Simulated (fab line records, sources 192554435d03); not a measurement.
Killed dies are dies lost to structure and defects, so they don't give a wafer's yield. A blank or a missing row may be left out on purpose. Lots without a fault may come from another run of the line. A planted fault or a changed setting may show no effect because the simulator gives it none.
fab line records | flow n5_finfet
record lots=24 wafers=72 last_day=18
route steps=1938 shown BEOL_M2@899 BEOL_M3@932
lots that met no fault: from a run of the same line without faults
start_h: hours from the record's first day to the start of the lot's first wafer shown | wait_h: hours since the lot's step before | " the same as in the row above | L1.1+2: a row that stands for several wafers | - no value, or no start given | * or withheld: withheld | < > ~ a bound
route shown NAME@n: a module of which the file shows steps, and the number in the route of the first | usual: mean/standard deviation of fault-free wafers | same: alike in all rows | chamber/n: place in a boat | sites: the reading at each site | _std_site: their standard deviation | _edge_site: outer sites' mean less inner sites' | radius_mm: how far each site lies from the wafer's centre | mask NAME#n: copy n | behind: the tool/chamber that last shaped the wafer | hold: why the lot was held/for how many hours/how that ended | device: the transistor (n, p or np) that didn't switch | end of line: the same wafers' tests at the end of the route | a step without rows: its recipe alone | killed: dies lost to structure and defects at the first sort, not the wafer's yield | map: a wafer's dies, x killed, . not, _ none there
set.NAME: the setting as run; set.NAME@STEP: as run at that earlier step | model.NAME: the simulator's own value behind a step, which no gauge read
steps of the route over a sample of lots; a table a step, a row a wafer
services: from which hour (start_h, from the record's first day; less than 0 if before it) a tool's chamber was out of use, for how many hours, and why
## steps
# step N5_BEOL_M2_DEGAS_44
# recipe ambient=vacuum temp_c=250 time_s=60
# usual heater_power_w=330/33
# columns lot.wafer tool chamber start_h wait_h heater_power_w
L074.2 pvd_sputter-03 - 139.95 0.0 366
L074.3 " - " " 298
L074.6 " - " " 396
L075.1 pvd_sputter-02 - 140.38 0.0 332
L075.2 " - " " 345
L075.3 " - " " 344
L077.2 pvd_sputter-01 - 147.95 0.3 346
L077.3 " - " " 274
L077.4 " - " " 335
L076.1 pvd_sputter-01 - 148.49 0.1 345
L076.3 " - " " 271
L076.4 " - " " 329
L078.1 pvd_sputter-01 - 164.10 0.3 332
L078.2 " - " " 274
L078.5 " - " " 337
L079.2 pvd_sputter-01 - 167.34 0.2 279
L079.4 " - " " 350
L079.5 " - " " 313
L080.1 pvd_sputter-01 - 167.42 0.3 281
L080.3 " - " " 347
L080.5 " - " " 345
L081.2 pvd_sputter-01 - 173.30 0.5 332
L081.3 " - " " 325
L081.6 " - " " 342
L082.3 pvd_sputter-01 - 182.43 0.3 274
L082.4 " - " " 338
L082.5 " - " " 350
L083.3 pvd_sputter-01 - 187.67 0.1 351
L083.5 " - " " 328
L083.6 " - " " 277
L084.2 pvd_sputter-02 - 204.51 0.3 331
L084.5 " - " " 336
L084.6 " - " " 361
L086.1 pvd_sputter-01 - 206.63 2.4 273
L086.3 " - " " 335
L086.5 " - " " 270
L085.3 pvd_sputter-01 - 209.21 0.8 315
L085.4 " - " " 324
L085.6 " - " " 334
L087.2 pvd_sputter-02 - 218.77 0.3 343
L087.4 " - " " 360
L087.5 " - " " 362
L088.1 pvd_sputter-03 - 219.59 0.3 269
L088.2 " - " " 294
L088.4 " - " " 360
L089.1 pvd_sputter-03 - 225.29 0.5 369
L089.5 " - " " 279
L089.6 " - " " 305
L090.3 pvd_sputter-01 - 231.38 2.1 345
L090.5 " - " " 320
L090.6 " - " " 343
L091.1 pvd_sputter-02 - 234.71 0.7 344
L091.4 " - " " 323
L091.5 " - " " 338
L093.2 pvd_sputter-03 - 247.01 0.2 277
L093.3 " - " " 357
L093.4 " - " " 305
L092.4 pvd_sputter-03 - 251.50 0.5 274
L092.5 " - " " 363
L092.6 " - " " 393
L094.1 pvd_sputter-03 - 255.42 0.8 303
L094.4 " - " " 392
L094.5 " - " " 360
L095.2 pvd_sputter-02 - 278.78 0.4 367
L095.4 " - " " 354
L095.6 " - " " 319
L096.1 pvd_sputter-02 - 284.48 0.2 340
L096.5 " - " " 341
L096.6 " - " " 348
L097.1 pvd_sputter-02 - 287.82 0.4 322
L097.3 " - " " 342
L097.5 " - " " 342
# step N5_BEOL_M2_ANNEAL_87
# recipe temp_c=400 time_s=240 ambient=vacuum
# usual heater_power_w=829/85
# columns lot.wafer tool chamber start_h wait_h heater_power_w
L074.2 pvd_sputter-02 - 141.24 0.0 847
L074.3 " - " " 850
L074.6 " - " " 890
L075.1 pvd_sputter-02 - 143.30 0.0 849
L075.2 " - " " 901
L075.3 " - " " 814
L077.2 pvd_sputter-03 - 149.34 0.0 750
L077.3 " - " " 669
L077.4 " - " " 927
L076.1 pvd_sputter-02 - 151.14 0.0 836
L076.3 " - " " 828
L076.4 " - " " 892
L078.1 pvd_sputter-03 - 166.11 0.0 913
L078.2 " - " " 1009
L078.5 " - " " 764
L080.1 pvd_sputter-03 - 169.02 0.0 680
L080.3 " - " " 894
L080.5 " - " " 740
L079.2 pvd_sputter-02 - 169.17 0.0 812
L079.4 " - " " 819
L079.5 " - " " 855
L081.2 pvd_sputter-02 - 174.86 0.0 919
L081.3 " - " " 837
L081.6 " - " " 800
L082.3 pvd_sputter-01 - 183.99 0.0 677
L082.4 " - " " 794
L082.5 " - " " 807
L083.3 pvd_sputter-02 - 189.53 0.0 909
L083.5 " - " " 881
L083.6 " - " " 848
L084.2 pvd_sputter-02 - 206.01 0.0 838
L084.5 " - " " 829
L084.6 " - " " 891
L086.1 pvd_sputter-01 - 208.11 0.0 881
L086.3 " - " " 837
L086.5 " - " " 679
L085.3 pvd_sputter-01 - 210.51 0.0 792
L085.4 " - " " 862
L085.6 " - " " 843
L087.2 pvd_sputter-02 - 220.29 0.0 825
L087.4 " - " " 823
L087.5 " - " " 818
L088.1 pvd_sputter-03 - 221.09 0.0 901
L088.2 " - " " 742
L088.4 " - " " 670
L089.1 pvd_sputter-03 - 226.98 0.0 763
L089.5 " - " " 871
L089.6 " - " " 994
L090.3 pvd_sputter-01 - 232.84 0.0 684
L090.5 " - " " 876
L090.6 " - " " 681
L091.1 pvd_sputter-02 - 236.13 0.0 843
L091.4 " - " " 906
L091.5 " - " " 896
L093.2 pvd_sputter-02 - 248.30 0.0 816
L093.3 " - " " 839
L093.4 " - " " 894
L092.4 pvd_sputter-03 - 253.06 0.0 754
L092.5 " - " " 677
L092.6 " - " " 744
L094.1 pvd_sputter-03 - 256.94 0.0 754
L094.4 " - " " 675
L094.5 " - " " 749
L095.2 pvd_sputter-03 - 280.12 0.0 991
L095.4 " - " " 748
L095.6 " - " " 754
L096.1 pvd_sputter-01 - 285.87 0.0 870
L096.5 " - " " 700
L096.6 " - " " 864
L097.1 pvd_sputter-03 - 289.15 0.0 673
L097.3 " - " " 747
L097.5 " - " " 919
# step N5_BEOL_M2_ANNEAL_89
# recipe temp_c=400 time_s=240 ambient=vacuum
# usual heater_power_w=830/85
# columns lot.wafer tool chamber start_h wait_h heater_power_w
L074.2 pvd_sputter-02 - 141.46 0.0 846
L074.3 " - " " 840
L074.6 " - " " 898
L075.1 pvd_sputter-02 - 143.52 0.0 827
L075.2 " - " " 894
L075.3 " - " " 830
L077.2 pvd_sputter-03 - 149.56 0.0 742
L077.3 " - " " 694
L077.4 " - " " 907
L076.1 pvd_sputter-02 - 151.36 0.0 788
L076.3 " - " " 837
L076.4 " - " " 876
L078.1 pvd_sputter-03 - 166.33 0.0 921
L078.2 " - " " 976
L078.5 " - " " 750
L080.1 pvd_sputter-03 - 169.24 0.0 649
L080.3 " - " " 897
L080.5 " - " " 764
L079.2 pvd_sputter-02 - 169.39 0.0 816
L079.4 " - " " 812
L079.5 " - " " 874
L081.2 pvd_sputter-02 - 175.08 0.0 903
L081.3 " - " " 856
L081.6 " - " " 821
L082.3 pvd_sputter-01 - 184.21 0.0 690
L082.4 " - " " 801
L082.5 " - " " 802
L083.3 pvd_sputter-02 - 189.75 0.0 901
L083.5 " - " " 891
L083.6 " - " " 853
L084.2 pvd_sputter-02 - 206.23 0.0 846
L084.5 " - " " 829
L084.6 " - " " 899
L086.1 pvd_sputter-01 - 208.33 0.0 849
L086.3 " - " " 851
L086.5 " - " " 698
L085.3 pvd_sputter-01 - 210.73 0.0 803
L085.4 " - " " 850
L085.6 " - " " 843
L087.2 pvd_sputter-02 - 220.51 0.0 832
L087.4 " - " " 805
L087.5 " - " " 828
L088.1 pvd_sputter-03 - 221.31 0.0 895
L088.2 " - " " 747
L088.4 " - " " 678
L089.1 pvd_sputter-03 - 227.20 0.0 752
L089.5 " - " " 904
L089.6 " - " " 1024
L090.3 pvd_sputter-01 - 233.06 0.0 702
L090.5 " - " " 878
L090.6 " - " " 700
L091.1 pvd_sputter-02 - 236.35 0.0 852
L091.4 " - " " 901
L091.5 " - " " 900
L093.2 pvd_sputter-02 - 248.52 0.0 807
L093.3 " - " " 856
L093.4 " - " " 920
L092.4 pvd_sputter-03 - 253.28 0.0 746
L092.5 " - " " 674
L092.6 " - " " 740
L094.1 pvd_sputter-03 - 257.16 0.0 752
L094.4 " - " " 668
L094.5 " - " " 749
L095.2 pvd_sputter-03 - 280.34 0.0 978
L095.4 " - " " 746
L095.6 " - " " 739
L096.1 pvd_sputter-01 - 286.09 0.0 868
L096.5 " - " " 689
L096.6 " - " " 853
L097.1 pvd_sputter-03 - 289.37 0.0 682
L097.3 " - " " 760
L097.5 " - " " 886
# step N5_BEOL_M2_SPUTTER_92
# recipe material=Cu target_thk_a=45 temp_c=-20 chamber_pressure_pa=0.07 power_w=withheld time_s=8.29
# usual substrate_temp_c=-20.01/0.12 throttle_valve_pct=30.8/0.81
# columns lot.wafer tool chamber start_h wait_h substrate_temp_c throttle_valve_pct
L074.2 pvd_sputter-02 - 141.82 0.1 -20.03 31.3
L074.3 " - " " -19.96 30.9
L074.6 " - " " -19.94 32.4
L075.1 pvd_sputter-02 - 143.88 0.1 -19.97 31.0
L075.2 " - " " -20.10 32.0
L075.3 " - " " -19.95 30.2
L077.2 pvd_sputter-03 - 149.92 0.1 -20.17 29.5
L077.3 " - " " -20.02 30.0
L077.4 " - " " -19.82 31.1
L076.1 pvd_sputter-02 - 151.72 0.1 -20.18 30.1
L076.3 " - " " -20.00 31.3
L076.4 " - " " -20.14 32.1
L078.1 pvd_sputter-03 - 166.69 0.1 -20.00 31.1
L078.2 " - " " -20.09 30.8
L078.5 " - " " -20.24 29.5
L080.1 pvd_sputter-03 - 169.60 0.1 -20.06 30.5
L080.3 " - " " -20.09 31.3
L080.5 " - " " -19.70 29.5
L079.2 pvd_sputter-02 - 169.75 0.1 -19.87 30.2
L079.4 " - " " -20.11 30.2
L079.5 " - " " -20.03 31.5
L081.2 pvd_sputter-02 - 175.44 0.1 -20.22 31.9
L081.3 " - " " -19.84 31.3
L081.6 " - " " -19.93 30.2
L082.3 pvd_sputter-01 - 184.57 0.1 -19.87 30.6
L082.4 " - " " -19.83 31.3
L082.5 " - " " -19.90 31.5
L083.3 pvd_sputter-02 - 190.11 0.1 -20.04 32.2
L083.5 " - " " -20.02 31.9
L083.6 " - " " -19.98 31.2
L084.2 pvd_sputter-02 - 206.59 0.1 -20.16 31.2
L084.5 " - " " -20.04 30.2
L084.6 " - " " -20.13 31.9
L086.1 pvd_sputter-01 - 208.69 0.1 -19.99 30.5
L086.3 " - " " -19.92 31.9
L086.5 " - " " -20.03 30.5
L085.3 pvd_sputter-01 - 211.09 0.1 -20.15 31.2
L085.4 " - " " -20.02 30.6
L085.6 " - " " -19.99 32.0
L087.2 pvd_sputter-02 - 220.87 0.1 -19.90 31.2
L087.4 " - " " -20.19 30.0
L087.5 " - " " -20.16 30.5
L088.1 pvd_sputter-03 - 221.67 0.1 -19.94 31.0
L088.2 " - " " -19.89 29.0
L088.4 " - " " -20.10 30.1
L089.1 pvd_sputter-03 - 227.56 0.1 -20.09 29.4
L089.5 " - " " -20.27 31.2
L089.6 " - " " -20.03 30.5
L090.3 pvd_sputter-01 - 233.42 0.1 -19.86 30.6
L090.5 " - " " -19.92 30.2
L090.6 " - " " -20.14 30.7
L091.1 pvd_sputter-02 - 236.71 0.1 -19.86 31.2
L091.4 " - " " -19.99 32.1
L091.5 " - " " -20.05 32.2
L093.2 pvd_sputter-02 - 248.88 0.1 -19.85 30.2
L093.3 " - " " -20.00 31.4
L093.4 " - " " -20.11 32.2
L092.4 pvd_sputter-03 - 253.64 0.1 -20.01 29.4
L092.5 " - " " -20.08 30.1
L092.6 " - " " -20.01 29.6
L094.1 pvd_sputter-03 - 257.52 0.1 -20.27 29.5
L094.4 " - " " -19.92 30.3
L094.5 " - " " -20.20 29.4
L095.2 pvd_sputter-03 - 280.70 0.1 -20.12 30.6
L095.4 " - " " -20.05 29.2
L095.6 " - " " -20.08 29.2
L096.1 pvd_sputter-01 - 286.45 0.1 -19.96 30.5
L096.5 " - " " -19.87 30.8
L096.6 " - " " -19.91 30.7
L097.1 pvd_sputter-03 - 289.73 0.1 -19.83 30.2
L097.3 " - " " -19.73 29.3
L097.5 " - " " -20.09 31.3
# step N5_BEOL_M2_CO_CAP_55
# recipe material=Co target_thk_a=20 temp_c=200 precursor=CCTBA/H2 pressure_torr=30 time_s=102.1
# usual heater_power_w=225/18
# columns lot.wafer tool chamber start_h wait_h heater_power_w
L074.2 cvd_co-01 0 143.12 0.0 247
L074.3 " 1 " " 231
L074.6 " 0 " " 245
L075.1 cvd_co-01 1 145.18 0.0 234
L075.2 " 0 " " 254
L075.3 " 2 " " 210
L077.2 cvd_co-01 0 151.24 0.0 243
L077.3 " 2 " " 213
L077.4 " 1 " " 238
L076.1 cvd_co-02 1 153.46 0.0 209
L076.3 " 0 " " 205
L076.4 " 0 " " 211
L078.1 cvd_co-01 0 168.30 0.0 251
L078.2 " 1 " " 235
L078.5 " 0 " " 242
L080.1 cvd_co-01 2 170.92 0.0 214
L080.3 " 0 " " 256
L080.5 " 1 " " 236
L079.2 cvd_co-01 0 171.17 0.0 248
L079.4 " 1 " " 236
L079.5 " 0 " " 248
L081.2 cvd_co-01 2 178.23 0.0 215
L081.3 " 1 " " 238
L081.6 " 0 " " 246
L082.3 cvd_co-02 2 185.88 0.0 204
L082.4 " 0 " " 208
L082.5 " 1 " " 214
L083.3 cvd_co-01 1 191.42 0.0 237
L083.5 " 2 " " 213
L083.6 " 0 " " 254
L084.2 cvd_co-01 0 207.90 0.0 244
L084.5 " 1 " " 238
L084.6 " 2 " " 212
L086.1 cvd_co-01 2 210.50 0.0 212
L086.3 " 0 " " 254
L086.5 " 0 " " 256
L085.3 cvd_co-02 1 216.15 0.0 214
L085.4 " 0 " " 210
L085.6 " 1 " " 209
L087.2 cvd_co-01 2 222.18 0.0 207
L087.4 " 2 " " 206
L087.5 " 1 " " 237
L088.1 cvd_co-02 1 223.01 0.0 212
L088.2 " 2 " " 202
L088.4 " 1 " " 208
L089.1 cvd_co-01 0 228.88 0.0 250
L089.5 " 2 " " 215
L089.6 " 1 " " 241
L090.3 cvd_co-01 1 234.73 0.0 231
L090.5 " 0 " " 248
L090.6 " 1 " " 237
L091.1 cvd_co-01 2 238.01 0.0 209
L091.4 " 1 " " 237
L091.5 " 0 " " 254
L093.2 cvd_co-01 1 250.20 0.0 237
L093.3 " 0 " " 252
L093.4 " 2 " " 213
L092.4 cvd_co-02 2 254.98 0.0 205
L092.5 " 0 " " 208
L092.6 " 1 " " 219
L094.1 cvd_co-02 0 259.25 0.0 204
L094.4 " 2 " " 208
L094.5 " 0 " " 212
L095.2 cvd_co-01 2 282.01 0.0 207
L095.4 " 0 " " 245
L095.6 " 1 " " 236
L096.1 cvd_co-01 1 287.76 0.0 240
L096.5 " 1 " " 239
L096.6 " 2 " " 210
L097.1 cvd_co-02 1 291.03 0.0 210
L097.3 " 0 " " 205
L097.5 " 1 " " 214
# step N5_BEOL_M3_THK_MEAS_01
# recipe reads=SiOC_of_BEOL_M3_ILD_DEP_00
# usual M3_ILD_THK=78.5/0.9
# columns lot.wafer tool chamber start_h wait_h M3_ILD_THK[nm]
L074.2 film_metro-01 - 143.44 0.1 77.5
L074.3 " - " " 78.9
L074.6 " - " " 78.9
L075.1 film_metro-01 - 145.50 0.0 77.2
L075.2 " - " " 77.7
L075.3 " - " " 78.0
L077.2 film_metro-01 - 151.55 0.1 78.3
L077.3 " - " " 77.6
L077.4 " - " " 79.1
L076.1 film_metro-01 - 153.79 0.1 78.3
L076.3 " - " " 80.2
L076.4 " - " " 79.5
L078.1 film_metro-01 - 168.63 0.0 76.9
L078.2 " - " " 77.3
L078.5 " - " " 79.1
L080.1 film_metro-01 - 171.23 0.0 78.2
L080.3 " - " " 78.8
L080.5 " - " " 78.9
L079.2 film_metro-01 - 171.50 0.1 77.4
L079.4 " - " " 78.2
L079.5 " - " " 78.8
L081.2 film_metro-02 - 178.54 0.1 79.2
L081.3 " - " " 77.4
L081.6 " - " " 78.2
L082.3 film_metro-02 - 186.20 0.1 78.4
L082.4 " - " " 78.7
L082.5 " - " " 79.5
L083.3 film_metro-01 - 191.73 0.1 79.7
L083.5 " - " " 79.2
L083.6 " - " " 80.0
L084.2 film_metro-01 - 208.22 0.1 79.0
L084.5 " - " " 79.4
L084.6 " - " " 79.6
L086.1 film_metro-02 - 210.81 0.0 78.6
L086.3 " - " " 78.1
L086.5 " - " " 79.2
L085.3 film_metro-01 - 216.46 0.1 77.8
L085.4 " - " " 78.8
L085.6 " - " " 78.7
L087.2 film_metro-01 - 222.51 0.1 77.4
L087.4 " - " " 79.4
L087.5 " - " " 78.8
L088.1 film_metro-02 - 223.32 0.0 78.4
L088.2 " - " " 77.6
L088.4 " - " " 79.1
L089.1 film_metro-01 - 229.21 0.1 79.0
L089.5 " - " " 80.0
L089.6 " - " " 79.7
L090.3 film_metro-01 - 235.04 0.1 77.0
L090.5 " - " " 78.5
L090.6 " - " " 78.3
L091.1 film_metro-01 - 238.37 0.0 77.6
L091.4 " - " " 79.5
L091.5 " - " " 79.9
L093.2 film_metro-02 - 250.54 0.1 77.0
L093.3 " - " " 77.4
L093.4 " - " " 77.9
L092.4 film_metro-01 - 255.28 0.0 79.4
L092.5 " - " " 78.2
L092.6 " - " " 79.7
L094.1 film_metro-02 - 259.56 0.0 76.8
L094.4 " - " " 77.1
L094.5 " - " " 77.7
L095.2 film_metro-01 - 282.32 0.1 78.1
L095.4 " - " " 79.5
L095.6 " - " " 79.6
L096.1 film_metro-02 - 288.07 0.0 77.9
L096.5 " - " " 79.5
L096.6 " - " " 78.9
L097.1 film_metro-01 - 291.35 0.0 77.9
L097.3 " - " " 78.1
L097.5 " - " " 77.8
## services
# columns tool chamber start_h hours kind
cvd_co-01 - 139.25 1.2 repair
cvd_co-02 0 164.38 13.9 repair
cvd_co-01 - 168.86 1.6 repair
cvd_co-02 - 174.31 6.0 pm
cvd_co-01 - 183.26 5.3 repair
cvd_co-02 - 225.46 0.6 repair
## key
fault none
